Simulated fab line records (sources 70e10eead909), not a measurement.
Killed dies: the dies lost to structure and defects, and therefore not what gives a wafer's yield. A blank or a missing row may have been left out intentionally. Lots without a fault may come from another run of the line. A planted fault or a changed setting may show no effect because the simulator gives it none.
fab line records	flow nandHarc
[record] lots = 5	wafers = 15	lastDay = 24
route steps=1159 shown P_GATE@163 END@1159
lots with no fault: from the same line, run without faults
startH: hours from the record's first day to the start of the lot's first wafer shown	waitH: time in hours since the lot's previous step	" unchanged from the row above	L1.1+2: several wafers, shown together as one row	- no value present, or no start provided	* or withheld: withheld	< > ~ a bound
route shown NAME@n: names a module that has steps shown in the file, with the first one's number in the route	usual: mean/standard deviation of fault-free wafers	same: alike in all rows	chamber/n: place in a boat	sites: each site's reading	_std_site: how widely they spread, as a standard deviation	_edge_site: the outer-site mean with the inner-site mean subtracted	radiusMm: how far each site lies from the wafer's centre	mask NAME#n: copy n	behind: the last tool/chamber to shape the wafer	hold: what put the lot on hold/how long, in hours/how the hold closed	device: whichever transistor did not switch (one of n, p or np)	end of line: the tests these same wafers got at the end of their route	a step with no rows: only its recipe	killed: at the first sort, the dies lost to defects and structure; wafer yield is something else	map: dies across one wafer; x = killed, . = not, _ = none there
set.NAME: the setting that was run; set.NAME@STEP: the one run at that earlier step	model.NAME: the simulator's own value behind a step, which no gauge read
lots at some steps of the route; a table a step, a row a wafer
services: a tool's chamber out of use, with start hour (startH, from the record's first day; less than 0 if before it), hours out, and reason
[[steps]]
[step NHARC_P_GATE_HMDS_39]
[recipe] timeS = 30
[step NHARC_P_GATE_COAT_40]
[recipe] spinRpm = 3000
[step NHARC_P_GATE_SOFTBAKE_41]
[recipe] tempC = 122	timeS = 95
[step NHARC_P_GATE_EBR_42]
[step NHARC_P_GATE_EXPOSE_43]
[recipe] na = 0.6	targetCdNm = 720	doseMj = 14.81	maskId = P_NSD
[step NHARC_P_GATE_PEB_44]
[recipe] pebTempC = 118	pebTimeS = 85
[step NHARC_P_GATE_DEVELOP_45]
[recipe] timeS = 70
[step NHARC_P_GATE_CD_MEAS_46]
[recipe] targetCdNm = 720	landingEnergyEv = 500
[usual] cdNm = 720.2/1.6
lot.wafer	tool	chamber	startH	waitH	cdNm
L815.1	cdSem-01	0	104.32	-	717.1
L815.4	"	0	"	"	717.9
L815.5	"	0	"	"	717.7
L819.2	cdSem-03	0	130.67	-	719.5
L819.3	"	0	"	"	719.8
L819.5	"	0	"	"	720.3
L825.1	cdSem-02	0	176.86	-	721.3
L825.2	"	0	"	"	719.5
L825.6	"	0	"	"	717.0
L826.2	cdSem-02	0	180.21	-	719.9
L826.3	"	0	"	"	717.7
L826.5	"	0	"	"	718.7
L830.3	cdSem-02	0	197.32	-	721.6
L830.5	"	0	"	"	721.4
L830.6	"	0	"	"	721.4
[step NHARC_P_GATE_HARDBAKE_47]
[recipe] tempC = 125	timeS = 80
[step NHARC_P_GATE_DESCUM_48]
[recipe] timeS = 3	o2FlowSccm = 200	arFlowSccm = 0	biasPowerW = 0	chemistry = O2
[usual] drypumpMotorCurrentA = 5.8/0.44	oesProductAu = 0.999/0.0082	rfVppV = 57.9/0.8	showerheadPlenumPTorr = 1.92/0.093	throttleValvePct = 11.311/0.0097
lot.wafer	tool	chamber	startH	waitH	drypumpMotorCurrentA	oesProductAu	rfHoursCounterH	rfVppV	showerheadPlenumPTorr	throttleValvePct
L815.4	rieDiel-04	2	104.60	-	5.8	1.001	29	57.0	1.90	11.315
L815.1	"	3	"	"	5.1	1.000	30	58.0	1.83	11.303
L815.5	"	2	"	"	5.8	1.001	-	60.0	1.90	11.295
L819.3	rieDiel-04	0	130.83	-	5.8	0.995	1	59.1	1.96	11.325
L819.2	"	1	"	"	5.5	1.000	2	57.6	2.05	11.293
L819.5	"	1	"	"	5.4	0.997	-	59.4	2.05	11.303
L825.2	rieDiel-04	0	177.02	-	5.9	0.994	9	58.1	1.96	11.316
L825.1	"	3	"	"	5.1	1.001	8	57.0	1.83	11.305
L825.6	"	0	"	"	5.8	0.994	-	58.7	1.96	11.297
L826.3	rieDiel-13	3	180.38	-	5.4	0.991	26	57.8	1.79	11.299
L826.2	"	1	"	"	5.3	1.006	25	58.3	1.82	11.307
L826.5	"	3	"	"	5.4	1.007	-	56.9	1.79	11.304
L830.3	rieDiel-06	1	197.50	-	6.5	0.998	40	57.5	2.01	11.322
L830.5	"	3	"	"	6.3	1.000	-	57.0	1.78	11.313
L830.6	"	0	"	"	5.9	1.007	-	57.2	1.97	11.301
[step NHARC_P_GATE_IMPLANT_49]
[recipe] energyKev = 30	doseCm2 = 3e+15	tiltDeg = 7
[step NHARC_P_GATE_STRIP_111]
[recipe] powerW = 1500	tempC = 110	timeS = 250	chemistry = N2/H2
[step NHARC_P_GATE_STRIP_75]
[recipe] powerW = 1500	tempC = 250	chemistry = O2
[usual] drypumpMotorCurrentA = 5.32/0.27	heaterPowerW = 350/35
lot.wafer	tool	chamber	startH	waitH	drypumpMotorCurrentA	heaterPowerW	rfHoursCounterH
L815.1	plasmaAsher-02	1	105.26	0.2	5.73	331	27
L815.4	"	0	"	"	5.59	297	-
L815.5	"	0	"	"	5.59	290	-
L819.2	plasmaAsher-01	1	131.50	0.3	5.17	388	6
L819.3	"	1	"	"	5.16	396	-
L819.5	"	0	"	"	5.10	360	-
L825.2	plasmaAsher-01	0	177.72	0.3	5.09	349	23
L825.1	"	1	"	"	5.10	391	23
L825.6	"	1	"	"	5.12	397	-
L826.2	plasmaAsher-01	1	181.22	0.2	5.14	404	25
L826.3	"	1	"	"	5.13	400	-
L826.5	"	0	"	"	5.09	357	-
L830.3	plasmaAsher-01	1	198.18	0.1	5.13	390	-
L830.5	"	0	"	"	5.11	354	-
L830.6	"	1	"	"	5.14	392	-
[step NHARC_P_GATE_STRIP_50]
[recipe] timeS = 900	tempC = 130	chemistry = SPM
[step NHARC_P_GATE_DEHYDRATE_51]
[recipe] tempC = 150	timeS = 120
[step NHARC_P_GATE_HMDS_52]
[recipe] timeS = 30
[step NHARC_P_GATE_COAT_53]
[recipe] spinRpm = 3000
[step NHARC_P_GATE_SOFTBAKE_54]
[recipe] tempC = 122	timeS = 95
[step NHARC_P_GATE_EBR_55]
[step NHARC_P_GATE_EXPOSE_56]
[recipe] na = 0.6	targetCdNm = 720	doseMj = 14.81	maskId = P_PSD
[step NHARC_P_GATE_PEB_57]
[recipe] pebTempC = 118	pebTimeS = 85
[step NHARC_P_GATE_DEVELOP_58]
[recipe] timeS = 70
[step NHARC_P_GATE_CD_MEAS_59]
[recipe] targetCdNm = 720	landingEnergyEv = 500
[usual] cdNm = 720.9/1.5
lot.wafer	tool	chamber	startH	waitH	cdNm
L815.1	cdSem-01	0	106.18	-	721.0
L815.4	"	0	"	"	721.4
L815.5	"	0	"	"	723.3
L819.2	cdSem-03	0	132.30	-	721.0
L819.3	"	0	"	"	720.6
L819.5	"	0	"	"	721.4
L825.1	cdSem-01	0	178.66	-	719.2
L825.2	"	0	"	"	721.1
L825.6	"	0	"	"	721.7
L826.2	cdSem-03	0	182.16	-	721.6
L826.3	"	0	"	"	721.2
L826.5	"	0	"	"	721.2
L830.3	cdSem-01	0	199.09	-	722.0
L830.5	"	0	"	"	718.5
L830.6	"	0	"	"	721.8
[step NHARC_P_GATE_HARDBAKE_60]
[recipe] tempC = 125	timeS = 80
[step NHARC_P_GATE_DESCUM_61]
[recipe] timeS = 3	o2FlowSccm = 200	arFlowSccm = 0	biasPowerW = 0	chemistry = O2
[usual] drypumpMotorCurrentA = 5.8/0.46	oesProductAu = 0.998/0.0089	rfVppV = 57.7/0.85	showerheadPlenumPTorr = 1.91/0.086	throttleValvePct = 11.311/0.0091
lot.wafer	tool	chamber	startH	waitH	drypumpMotorCurrentA	oesProductAu	rfHoursCounterH	rfVppV	showerheadPlenumPTorr	throttleValvePct
L815.1	rieDiel-04	2	106.41	-	5.8	1.003	30	57.9	1.90	11.310
L815.4	"	1	"	"	5.5	0.989	24	58.3	2.05	11.312
L815.5	"	3	"	"	5.1	1.001	-	57.4	1.83	11.315
L819.2	rieDiel-04	3	132.46	-	5.1	1.002	2	57.5	1.83	11.301
L819.3	"	0	"	"	5.8	0.991	2	58.1	1.96	11.316
L819.5	"	0	"	"	5.8	0.997	-	56.9	1.96	11.315
L825.2	rieDiel-06	2	178.82	-	6.4	0.999	41	58.5	1.97	11.301
L825.1	"	0	"	"	5.9	0.995	39	57.8	1.97	11.317
L825.6	"	2	"	"	6.5	1.010	-	56.4	1.97	11.314
L826.3	rieDiel-04	0	182.34	-	5.8	0.997	10	58.6	1.96	11.309
L826.2	"	1	"	"	5.5	0.998	9	58.3	2.05	11.312
L826.5	"	3	"	"	5.1	0.993	-	58.1	1.83	11.311
L830.3	rieDiel-13	0	199.25	-	5.6	0.973	31	58.6	1.95	11.321
L830.5	"	0	"	"	5.7	0.980	-	58.7	1.95	11.321
L830.6	"	1	"	"	5.4	0.998	-	56.5	1.82	11.295
[step NHARC_P_GATE_IMPLANT_62]
[recipe] energyKev = 20	doseCm2 = 3e+15	tiltDeg = 7
[step NHARC_P_GATE_STRIP_112]
[recipe] powerW = 1500	tempC = 110	timeS = 200	chemistry = N2/H2
[usual] drypumpMotorCurrentA = 5.39/0.28	heaterPowerW = 92/9.8
lot.wafer	tool	chamber	startH	waitH	drypumpMotorCurrentA	heaterPowerW	rfHoursCounterH
L815.1	plasmaAsher-02	1	106.87	0.3	5.74	88	28
L815.4	"	1	"	"	5.70	88	-
L815.5	"	1	"	"	5.78	87	-
L819.2	plasmaAsher-01	1	132.87	0.2	5.14	104	6
L819.3	"	1	"	"	5.15	107	-
L819.5	"	0	"	"	5.12	94	-
L825.1	plasmaAsher-02	0	179.18	0.2	5.58	80	53
L825.2	"	1	"	"	5.73	89	53
L825.6	"	1	"	"	5.73	85	-
L826.2	plasmaAsher-02	1	182.74	0.2	5.79	89	56
L826.3	"	0	"	"	5.59	78	-
L826.5	"	1	"	"	5.76	87	-
L830.3	plasmaAsher-01	0	199.75	0.3	5.10	98	-
L830.6	"	1	"	"	5.14	103	-
L830.5	"	0	"	"	5.10	97	-
[step NHARC_P_GATE_STRIP_76]
[recipe] powerW = 1500	tempC = 250	chemistry = O2
[usual] drypumpMotorCurrentA = 5.39/0.28	heaterPowerW = 342/37
lot.wafer	tool	chamber	startH	waitH	drypumpMotorCurrentA	heaterPowerW	rfHoursCounterH
L815.1	plasmaAsher-02	1	107.13	0.2	5.78	329	29
L815.4	"	1	"	"	5.74	339	-
L815.5	"	1	"	"	5.79	330	-
L819.2	plasmaAsher-01	1	133.10	0.2	5.13	398	6
L819.3	"	1	"	"	5.13	399	-
L819.5	"	0	"	"	5.11	359	-
L825.1	plasmaAsher-02	0	179.44	0.2	5.57	294	54
L825.2	"	1	"	"	5.75	333	54
L825.6	"	1	"	"	5.71	325	-
L826.2	plasmaAsher-02	1	182.96	0.2	5.75	315	57
L826.3	"	0	"	"	5.59	299	-
L826.5	"	1	"	"	5.75	332	-
L830.3	plasmaAsher-01	0	199.92	0.1	5.11	357	-
L830.6	"	1	"	"	5.12	389	-
L830.5	"	0	"	"	5.09	354	-
[step NHARC_P_GATE_STRIP_63]
[recipe] timeS = 900	tempC = 130	chemistry = SPM
[step NHARC_P_GATE_DEHYDRATE_83]
[recipe] tempC = 150	timeS = 120
[step NHARC_P_GATE_HMDS_84]
[recipe] timeS = 30
[step NHARC_P_GATE_COAT_85]
[recipe] spinRpm = 3000
[step NHARC_P_GATE_SOFTBAKE_86]
[recipe] tempC = 122	timeS = 95
[step NHARC_P_GATE_EBR_87]
[step NHARC_P_GATE_EXPOSE_88]
[recipe] na = 0.6	targetCdNm = 2000	doseMj = 11.87	maskId = P_HVN
[step NHARC_P_GATE_PEB_89]
[recipe] pebTempC = 118	pebTimeS = 85
[step NHARC_P_GATE_DEVELOP_90]
[recipe] timeS = 70
[step NHARC_P_GATE_CD_MEAS_91]
[recipe] targetCdNm = 2000	landingEnergyEv = 500
[usual] cdNm = 2000.1/1.8
lot.wafer	tool	chamber	startH	waitH	cdNm
L815.1	cdSem-03	0	108.07	-	1999.9
L815.4	"	0	"	"	1997.8
L815.5	"	0	"	"	1999.2
L819.2	cdSem-02	0	133.88	-	2003.8
L819.3	"	0	"	"	2001.6
L819.5	"	0	"	"	2001.6
L825.1	cdSem-01	0	180.36	-	1998.3
L825.2	"	0	"	"	2000.9
L825.6	"	0	"	"	1998.7
L826.2	cdSem-01	0	183.87	-	2001.6
L826.3	"	0	"	"	1998.7
L826.5	"	0	"	"	2000.9
L830.3	cdSem-02	0	200.68	-	2002.1
L830.5	"	0	"	"	2002.8
L830.6	"	0	"	"	2001.9
[step NHARC_P_GATE_HARDBAKE_92]
[recipe] tempC = 125	timeS = 80
[step NHARC_P_GATE_DESCUM_93]
[recipe] timeS = 3	o2FlowSccm = 200	arFlowSccm = 0	biasPowerW = 0	chemistry = O2
[usual] drypumpMotorCurrentA = 5.8/0.45	oesProductAu = 0.997/0.0086	rfVppV = 57.9/0.93	showerheadPlenumPTorr = 1.92/0.091	throttleValvePct = 11.312/0.0094
lot.wafer	tool	chamber	startH	waitH	drypumpMotorCurrentA	oesProductAu	rfHoursCounterH	rfVppV	showerheadPlenumPTorr	throttleValvePct
L815.1	rieDiel-13	3	108.25	-	5.4	0.990	0	58.3	1.79	11.301
L815.5	"	2	"	"	6.5	1.006	-	56.8	1.78	11.304
L815.4	"	0	"	"	5.7	0.984	-	59.3	1.96	11.319
L819.2	rieDiel-06	1	134.04	-	6.5	1.006	18	58.0	2.02	11.311
L819.3	"	2	"	"	6.4	0.997	24	58.3	1.97	11.305
L819.5	"	2	"	"	6.4	0.999	-	58.3	1.97	11.293
L825.2	rieDiel-04	1	180.53	-	5.5	0.997	9	60.4	2.05	11.312
L825.1	"	3	"	"	5.1	0.994	9	56.3	1.83	11.317
L825.6	"	2	"	"	5.8	1.015	-	57.5	1.90	11.326
L826.2	rieDiel-06	2	184.06	-	6.4	1.011	44	57.5	1.96	11.301
L826.3	"	3	"	"	6.3	0.997	45	58.6	1.78	11.301
L826.5	"	0	"	"	5.9	1.002	-	58.4	1.97	11.310
L830.3	rieDiel-04	3	200.83	-	5.1	0.996	14	56.9	1.83	11.308
L830.6	"	3	"	"	5.1	0.993	-	58.0	1.83	11.316
L830.5	"	0	"	"	5.8	1.006	-	59.8	1.96	11.306
[step NHARC_P_GATE_IMPLANT_94]
[recipe] energyKev = 60	doseCm2 = 2e+15	tiltDeg = 7
[step NHARC_P_GATE_STRIP_113]
[recipe] powerW = 1500	tempC = 110	timeS = 740	chemistry = N2/H2
[step NHARC_P_GATE_INSPECT_68]
[usual] rawDefectCount = 206/84
lot.wafer	tool	chamber	startH	waitH	rawDefectCount
L815.1	defectInspect-01	-	111.21	0.2	168
L815.4	"	-	"	"	115
L815.5	"	-	"	"	138
L819.2	defectInspect-01	-	137.15	0.1	180
L819.3	"	-	"	"	185
L819.5	"	-	"	"	253
L825.1	defectInspect-02	-	183.84	0.2	208
L825.2	"	-	"	"	171
L825.6	"	-	"	"	132
L826.2	defectInspect-01	-	187.08	0.1	85
L826.3	"	-	"	"	157
L826.5	"	-	"	"	138
L830.3	defectInspect-02	-	203.90	0.1	150
L830.5	"	-	"	"	505
L830.6	"	-	"	"	158
[step NHARC_END_SORT_01]
[recipe] tempC = 25
[usual] killedAtArray = 26/11	killedAtOther = 0.4/0.78	killedAtPeriphery = 3.4/2.4	killedDies = 29/11	killedOpen = 3.1/1.9	killedShort = 1.9/1.4
[same] grossDies = 677
lot.wafer	tool	chamber	startH	waitH	killedAtArray	killedAtOther	killedAtPeriphery	killedDies	killedOpen	killedShort
L830.5	prober-02	0	578.99	3.6	28	1	84	113	6	3
// killed by level:class
L830.5 P_GATE:unspecified=74 A_CONTACT:chamberFilmFlake=11 A_SLIT:chamberFilmFlake=7 P_M2:chamberFilmFlake=6 P_GATE:geometricParticle:short=2 A_CHANNEL_FILL_D1:geometricParticle:open=2 A_CONTACT:geometricParticle:open=2 A_STAIRCASE:chamberFilmFlake=2
// map L830.5 (x killed, . not)
____________.____________
_________......._________
_______..........x_______
______.............______
_____..............._____
____................x____
____.................____
___..................x___
___.................xx___
__.......x.....xxxx..xx__
__...................xx__
_..............xx......x_
_.x....x.x.............._
_....xxxxxx.x..........x_
_....xxxxxxx............_
_x..xxxxxxx............._
....xxxxxxxx.............
....xxxxxxxxx.x........x.
....xxxxxxxxx............
x...xxxxxxxx.............
.x.x..xxxxxx..xx.........
_....xxxxxxx............_
_......xx.x...x........._
_......xx.....x........._
_..........x............_
_......................._
__........x.x..........__
__...............x.....__
___...................___
___..........x........___
____.................____
____.................____
_____....x.........._____
______.............______
_______....x....x._______
_________.x....._________
____________.____________
// map L819.5 (x killed, . not)
____________.____________
_________......._________
_______..........._______
______.............______
_____....x.........._____
____..........x......____
____.................____
___...................___
___...................___
__.....................__
__.....................__
_......................._
_.....................x._
_...............x......._
_.......x..............._
_..................x...._
..x......x...............
.........................
.........................
................x........
...............x..x.....x
_.................x....._
_...x..x.......xx.x.x..._
_..............x....x..._
_..................x...x_
_................x.x...._
__.....................__
__.............x.......__
___...................___
___...................___
____...x.............____
____......x..........____
_____..............._____
______.............______
_______..........._______
_________......._________
____________.____________
[[services]]
tool	chamber	startH	hours	kind
rieDiel-04	0	91.03	-	clean
rieDiel-04	1	91.03	-	clean
rieDiel-04	2	91.03	-	clean
rieDiel-04	3	91.03	-	clean
rieDiel-13	-	99.08	9.0	pm
plasmaAsher-01	-	99.52	9.0	pm
plasmaAsher-01	0	99.52	9.0	ventCycle
plasmaAsher-01	1	99.52	9.0	ventCycle
plasmaAsher-01	0	108.52	-	clean
plasmaAsher-01	1	108.52	-	clean
rieDiel-04	-	112.00	9.0	pm
rieDiel-04	0	112.00	9.0	ventCycle
rieDiel-04	1	112.00	9.0	ventCycle
rieDiel-04	2	112.00	13.2	ventCycle
rieDiel-04	3	112.00	9.0	ventCycle
rieDiel-04	0	121.00	-	clean
rieDiel-04	1	121.00	-	clean
rieDiel-04	3	121.00	-	clean
rieDiel-04	0	145.50	-	clean
rieDiel-04	1	145.50	-	clean
plasmaAsher-02	-	183.31	9.0	pm
rieDiel-06	3	190.61	4.7	repair
plasmaAsher-01	-	191.68	6.0	repair
rieDiel-06	1	199.82	13.2	repair
[[key]]
[firstSign] step = NHARC_P_GATE_INSPECT_68	reading = rawDefectCount	direction = up	sigmas = 3.5	usual = 206	struck = 505
[effect] step = NHARC_END_SORT_01	reading = killedAtPeriphery	direction = up	sigmas = 33	usual = 3.4	struck = 84
[moreKillsBornAt] NHARC_P_GATE_STRIP_75@plasmaAsher-01 = 74
metAt NHARC_P_GATE_STRIP_75
struckWafers L830.5
testerLeftOut L830
onsetBetween 181.22 198.18
[fault] kind = chamberParticleSource	tool = plasmaAsher-01	chamber = 0	onsetH = 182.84	steps = NHARC_P_GATE_STRIP_75	ratePerVisitCm2 = 0.54459	endH = 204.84
// testerLeftOut: of these lots the tester's yield and bins aren't shown, on N5 and GAA mostly nor the transistor test; their killed dies are dies lost to structure and defects alone, not to doping, threshold or leakage, so they don't give the yield
